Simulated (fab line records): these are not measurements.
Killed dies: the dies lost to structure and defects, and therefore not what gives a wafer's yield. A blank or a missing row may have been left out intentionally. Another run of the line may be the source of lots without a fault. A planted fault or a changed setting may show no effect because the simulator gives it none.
What tool caused it? + flow n5 finfet + 11 lots, 33 wafers sampled, at 5 steps of a route of 1938

## WHAT THE GAUGES SHOWED, per wafer
N5_BEOL_M4_RC_MEAS_101. Usual: DIBL_N 36.0 mV/V, standard deviation 1.7; DIBL_P 36.2 mV/V, standard deviation 1.9; IOFF_N 0.154 nA/um, standard deviation 0.028; IOFF_P 0.21 nA/um, standard deviation 0.036; ION_N 675 uA/um, standard deviation 11; ION_P 463 uA/um, standard deviation 8.3; SS_N 71.4 mV/dec, standard deviation 0.63; SS_P 73.2 mV/dec, standard deviation 0.55; VT_N 250.2 mV, standard deviation 3; VT_P -251 mV, standard deviation 3.7.
| lot  | measured     | on        | DIBL_N (mV/V)  | DIBL_P (mV/V)  | IOFF_N (nA/um)    | IOFF_P (nA/um) | ION_N (uA/um) | ION_P (uA/um) | SS_N (mV/dec)  | SS_P (mV/dec)  | VT_N (mV)         | VT_P (mV)      | flag |
|------|--------------|-----------|----------------|----------------|-------------------|----------------|---------------|---------------|----------------|----------------|-------------------|----------------|------|
| L266 | day 9 05:26  | prober-01 | 35.0 38.3 39.0 | 33.2 38.5 38.7 | 0.116 0.186 0.196 | 0.17 0.26 0.26 | 670 688 700   | 455 474 477   | 71.2 72.9 72.4 | 73.0 73.9 73.9 | 252.2 245.6 245.2 | -252 -247 -246 |      |
| L268 | day 11 04:26 | prober-02 | 32.7 35.9 36.7 | 32.2 34.8 36.0 | 0.103 0.140 0.152 | 0.16 0.19 0.20 | 668 672 678   | 463 457 458   | 70.7 70.7 70.6 | 72.2 73.0 73.6 | 255.7 251.5 250.0 | -256 -255 -251 |      |
| L278 | day 13 08:44 | prober-02 | 33.4 36.1 36.1 | 33.4 36.3 36.0 | 0.116 0.161 0.152 | 0.18 0.22 0.21 | 651 667 667   | 457 461 459   | 70.2 71.7 72.3 | 72.5 73.4 72.6 | 254.3 250.3 252.9 | -250 -248 -251 |      |
| L277 | day 13 12:22 | prober-02 | 35.6 37.3 38.7 | 36.0 38.0 38.1 | 0.124 0.157 0.185 | 0.18 0.21 0.22 | 651 668 668   | 450 456 457   | 71.6 72.5 72.8 | 72.4 72.9 73.2 | 252.7 251.6 248.1 | -252 -251 -249 |      |
| L280 | day 13 22:02 | prober-02 | 35.8 36.9 35.5 | 34.7 37.0 34.6 | 0.133 0.160 0.142 | 0.21 0.25 0.22 | 668 669 665   | 463 465 466   | 70.8 71.2 70.7 | 73.0 73.9 72.5 | 252.7 245.8 247.8 | -247 -246 -248 |      |
| L281 | day 14 04:01 | prober-01 | 35.8 34.4 33.4 | 35.0 34.3 32.6 | 0.147 0.138 0.119 | 0.18 0.18 0.16 | 667 684 667   | 456 466 449   | 71.2 71.4 71.3 | 73.4 73.2 72.6 | 253.0 249.5 257.5 | -254 -255 -255 |      |
| L282 | day 14 18:20 | prober-01 | 34.8 32.6 35.5 | 35.1 32.5 35.8 | 0.140 0.105 0.151 | 0.18 0.15 0.20 | 665 658 662   | 452 454 457   | 71.5 70.6 70.9 | 73.5 73.3 73.1 | 250.6 256.1 249.8 | -255 -255 -253 |      |
| L284 | day 15 04:00 | prober-01 | 35.2 33.8 36.6 | 32.4 32.5 35.7 | 0.128 0.107 0.150 | 0.17 0.17 0.22 | 662 669 673   | 459 462 466   | 70.8 70.2 71.1 | 72.1 72.8 72.9 | 256.1 258.0 251.3 | -253 -255 -248 |      |
| L285 | day 15 06:22 | prober-01 | 35.8 36.0 39.1 | 35.9 36.7 38.8 | 0.150 0.158 0.214 | 0.18 0.20 0.23 | 663 665 697   | 453 462 468   | 71.1 71.2 71.9 | 72.5 72.8 73.2 | 251.4 247.5 244.7 | -251 -249 -251 |      |
| L287 | day 15 08:19 | prober-01 | 36.7 37.2 36.0 | 35.6 37.2 34.8 | 0.158 0.174 0.164 | 0.24 0.26 0.23 | 666 677 686   | 465 471 477   | 71.5 71.2 71.5 | 73.4 73.7 73.0 | 252.7 247.7 248.4 | -247 -243 -247 |      |
| L288 | day 15 11:02 | prober-02 | 36.1 35.9 37.9 | 36.9 34.8 39.6 | 0.145 0.148 0.192 | 0.21 0.19 0.25 | 660 662 697   | 455 456 471   | 71.4 71.4 72.3 | 73.0 72.7 73.9 | 253.2 252.0 247.7 | -253 -252 -249 |      |

## TOOL THAT RAN EACH LOT (tool first, then ch and the chambers of the sampled wafers, then the start)
| lot  | N5_BEOL_M4_DEGAS_44          | N5_BEOL_M4_SPUTTER_79        | N5_BEOL_M4_ANNEAL_95         | N5_BEOL_M4_PRE_CLEAN_60          |
|------|------------------------------|------------------------------|------------------------------|----------------------------------|
| L266 | pvd sputter-03, day 9 02:01  | pvd sputter-03, day 9 02:48  | pvd sputter-03, day 9 04:12  | cvd co-01 ch 1,2, day 9 05:10    |
| L268 | pvd sputter-02, day 10 22:43 | pvd sputter-02, day 11 01:20 | pvd sputter-02, day 11 02:44 | cvd co-01 ch 0,1,2, day 11 03:43 |
| L278 | pvd sputter-03, day 13 03:44 | pvd sputter-02, day 13 05:49 | pvd sputter-02, day 13 07:13 | cvd co-02 ch 0,1, day 13 08:28   |
| L277 | pvd sputter-01, day 13 08:11 | pvd sputter-01, day 13 09:23 | pvd sputter-01, day 13 10:47 | cvd co-01 ch 1,2, day 13 11:56   |
| L280 | pvd sputter-02, day 13 18:11 | pvd sputter-02, day 13 19:10 | pvd sputter-02, day 13 20:34 | cvd co-02 ch 0,1, day 13 21:37   |
| L281 | pvd sputter-02, day 13 22:40 | pvd sputter-01, day 14 01:10 | pvd sputter-01, day 14 02:34 | cvd co-02 ch 1,2, day 14 03:31   |
| L282 | pvd sputter-01, day 14 14:04 | pvd sputter-01, day 14 15:01 | pvd sputter-01, day 14 16:25 | cvd co-02 ch 1,2, day 14 17:51   |
| L284 | pvd sputter-02, day 14 23:58 | pvd sputter-02, day 15 00:58 | pvd sputter-02, day 15 02:22 | cvd co-01 ch 1,2, day 15 03:34   |
| L285 | pvd sputter-03, day 15 02:52 | pvd sputter-01, day 15 03:40 | pvd sputter-01, day 15 05:04 | cvd co-02 ch 0,2, day 15 06:02   |
| L287 | pvd sputter-01, day 15 03:05 | pvd sputter-01, day 15 05:31 | pvd sputter-01, day 15 06:55 | cvd co-01 ch 0,1, day 15 07:53   |
| L288 | pvd sputter-02, day 15 07:29 | pvd sputter-02, day 15 08:24 | pvd sputter-02, day 15 09:48 | cvd co-01 ch 0,2, day 15 10:46   |
- N5_BEOL_M4_DEGAS_44: time 60 s.
- N5_BEOL_M4_SPUTTER_79: material Cu, target thk 4.5 nm, time 8.29 s.
- N5_BEOL_M4_ANNEAL_95: time 240 s.
- N5_BEOL_M4_PRE_CLEAN_60: time 15 s.

## WHAT THE TOOLS THEMSELVES READ (means of the sampled wafers that have a number; where no wafer has one, the mark that the record gives instead)
N5_BEOL_M4_DEGAS_44. Usual: heater power w at 323 W, with a standard deviation of 26.
| lot  | tool           | heater power w (W) | flag |
|------|----------------|--------------------|------|
| L266 | pvd sputter-03 | 310                |      |
| L268 | pvd sputter-02 | 318                |      |
| L278 | pvd sputter-03 | 355                |      |
| L277 | pvd sputter-01 | 335                |      |
| L280 | pvd sputter-02 | 315                |      |
| L281 | pvd sputter-02 | 310                |      |
| L282 | pvd sputter-01 | 321                |      |
| L284 | pvd sputter-02 | 326                |      |
| L285 | pvd sputter-03 | 311                |      |
| L287 | pvd sputter-01 | 330                |      |
| L288 | pvd sputter-02 | 310                |      |

N5_BEOL_M4_SPUTTER_79. Usual: throttle valve pct at 30.2 %, with a standard deviation of 0.74.
| lot  | tool           | throttle valve pct (%) | flag |
|------|----------------|------------------------|------|
| L266 | pvd sputter-03 | 29.7                   |      |
| L268 | pvd sputter-02 | 30.2                   |      |
| L278 | pvd sputter-02 | 30.4                   |      |
| L277 | pvd sputter-01 | 30.4                   |      |
| L280 | pvd sputter-02 | 30.5                   |      |
| L281 | pvd sputter-01 | 29.3                   |      |
| L282 | pvd sputter-01 | 31.0                   |      |
| L284 | pvd sputter-02 | 31.0                   |      |
| L285 | pvd sputter-01 | 29.7                   |      |
| L287 | pvd sputter-01 | 30.1                   |      |
| L288 | pvd sputter-02 | 30.4                   |      |

N5_BEOL_M4_ANNEAL_95. Usual: heater power w 813 W, standard deviation 65; susceptor temp C 400.02 C, standard deviation 0.22.
| lot  | tool           | heater power w (W) | susceptor temp C (C) | flag |
|------|----------------|--------------------|----------------------|------|
| L266 | pvd sputter-03 | 898                | 400.01               |      |
| L268 | pvd sputter-02 | 778                | 400.04               |      |
| L278 | pvd sputter-02 | -                  | -                    | OFF  |
| L277 | pvd sputter-01 | -                  | -                    | OFF  |
| L280 | pvd sputter-02 | -                  | -                    | OFF  |
| L281 | pvd sputter-01 | 778                | 400.17               |      |
| L282 | pvd sputter-01 | 840                | 399.92               |      |
| L284 | pvd sputter-02 | 815                | 400.02               |      |
| L285 | pvd sputter-01 | 816                | 399.92               |      |
| L287 | pvd sputter-01 | 841                | 400.09               |      |
| L288 | pvd sputter-02 | 774                | 399.93               |      |

N5_BEOL_M4_PRE_CLEAN_60. Usual: heater power w at 87 W, with a standard deviation of 8.5.
| lot  | tool      | heater power w (W) | flag |
|------|-----------|--------------------|------|
| L266 | cvd co-01 | 85                 |      |
| L268 | cvd co-01 | 84                 |      |
| L278 | cvd co-02 | 98                 |      |
| L277 | cvd co-01 | 86                 |      |
| L280 | cvd co-02 | 94                 |      |
| L281 | cvd co-02 | 84                 |      |
| L282 | cvd co-02 | 83                 |      |
| L284 | cvd co-01 | 89                 |      |
| L285 | cvd co-02 | 82                 |      |
| L287 | cvd co-01 | 82                 |      |
| L288 | cvd co-01 | 89                 |      |

## THE ANSWER, worked out from the rows above alone
Rule: take the mean of a lot's wafers that have a number; if it is more than 3 standard deviations from the usual mean, the lot is off. A lot without any number at a reading at which 4 lots or more have one is off too. Where the step has rows for the other lots, those lots are counted as sound. First the gauges in route order, then the tools' own readings, where a lot's mean is used as printed above. At the first step where some lot is off, the reading lying furthest off is the one used; lots without a number count as furthest.
Off: L278, L277, L280 (N5_BEOL_M4_ANNEAL_95, heater power w). Without a number there: L278, L277, L280.
A tool fits if, at that step or a process step before it, it ran every lot that is off, and no sound lot after the first of them. No candidate that was tried fits.

## WHAT HAD BEEN PUT IN BY THE SIMULATOR
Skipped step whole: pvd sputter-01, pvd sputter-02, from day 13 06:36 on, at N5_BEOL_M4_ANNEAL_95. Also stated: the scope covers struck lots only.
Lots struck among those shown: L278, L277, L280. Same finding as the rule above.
